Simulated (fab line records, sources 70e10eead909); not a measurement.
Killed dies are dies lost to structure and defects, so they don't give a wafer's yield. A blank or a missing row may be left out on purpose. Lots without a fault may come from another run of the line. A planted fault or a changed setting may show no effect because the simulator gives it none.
Which tool did it? | flow nand_harc | 14 lots, 42 wafers sampled, at 1 step of a route of 1302

WHAT THE GAUGES READ, wafer by wafer
NHARC_A_M1_OVL_MEAS_10: pitch 240 nm.
lot  | measured     | on         | overlay_x_nm (nm) | overlay_y_nm (nm)
L217 | day 24 02:33 | overlay-02 | -0.3 0.0 0.3      | -0.9 -0.7 -0.2
L220 | day 24 17:00 | overlay-01 | 0.8 0.9 0.3       | -0.3 -0.5 -0.5
L219 | day 24 18:23 | overlay-01 | -0.6 -0.7 -1.2    | 0.2 0.2 -0.1
L221 | day 25 03:23 | overlay-01 | -1.6 -1.8 -1.1    | 1.9 1.0 0.9
L222 | day 25 20:23 | overlay-02 | -1.2 -1.1 -1.2    | -0.1 -0.5 -0.2
L224 | day 26 09:35 | overlay-01 | 0.1 0.5 0.7       | 0.0 -0.2 -0.1
L225 | day 26 13:52 | overlay-01 | 0.6 0.1 0.3       | 0.1 -0.6 -0.5
L229 | day 27 13:32 | overlay-02 | 0.6 0.2 0.4       | -0.3 -0.5 -0.4
L227 | day 27 13:52 | overlay-02 | 0.4 0.4 0.3       | -1.3 -0.5 -1.5
L237 | day 30 18:42 | overlay-01 | 1.5 0.8 0.8       | 1.7 1.1 1.7
L235 | day 30 19:19 | overlay-01 | -0.2 -0.5 0.4     | -0.5 -0.9 -0.4
L238 | day 31 22:44 | overlay-01 | -0.3 -0.1 0.2     | 0.6 0.7 0.4
L239 | day 32 09:37 | overlay-02 | 0.7 0.5 1.1       | 0.6 0.5 0.6
L240 | day 32 22:17 | overlay-02 | -0.3 -0.1 0.2     | 0.5 0.6 0.6

WHICH TOOL RAN EACH LOT (tool, then ch and the chambers of the sampled wafers, then the start)
The record holds no process step before these readings.

WHAT THE TOOLS THEMSELVES READ (means of the sampled wafers that have a number; where no wafer has one, the mark that the record gives instead)
The record holds no such reading with a usual standard deviation.

THE ANSWER, worked out from the rows above alone
Rule: what is usual is taken from the lots themselves. Put in order of their means at a reading, lots are off if they are a third of the lots or fewer, leave a main group of 4 or more, and stand apart from it by a gap of 3 or more times the standard deviation of the main group's means; of several such gaps the widest counts. A main group whose means are all the same, to the digits that the tables above print for the reading, isn't used. A lot without any number at a reading at which 4 lots or more have one is off too. The other lots that the step has rows for count as sound. The gauges are gone through in route order, then the tools' own readings, and for those a lot's mean is taken as printed above. The first step at which some lot is off is used, and at that step the reading that is off furthest; a lot without a number counts as furthest.
No lot is off at any reading shown: from this, nothing can be told.

WHAT THE SIMULATOR HAD PUT IN
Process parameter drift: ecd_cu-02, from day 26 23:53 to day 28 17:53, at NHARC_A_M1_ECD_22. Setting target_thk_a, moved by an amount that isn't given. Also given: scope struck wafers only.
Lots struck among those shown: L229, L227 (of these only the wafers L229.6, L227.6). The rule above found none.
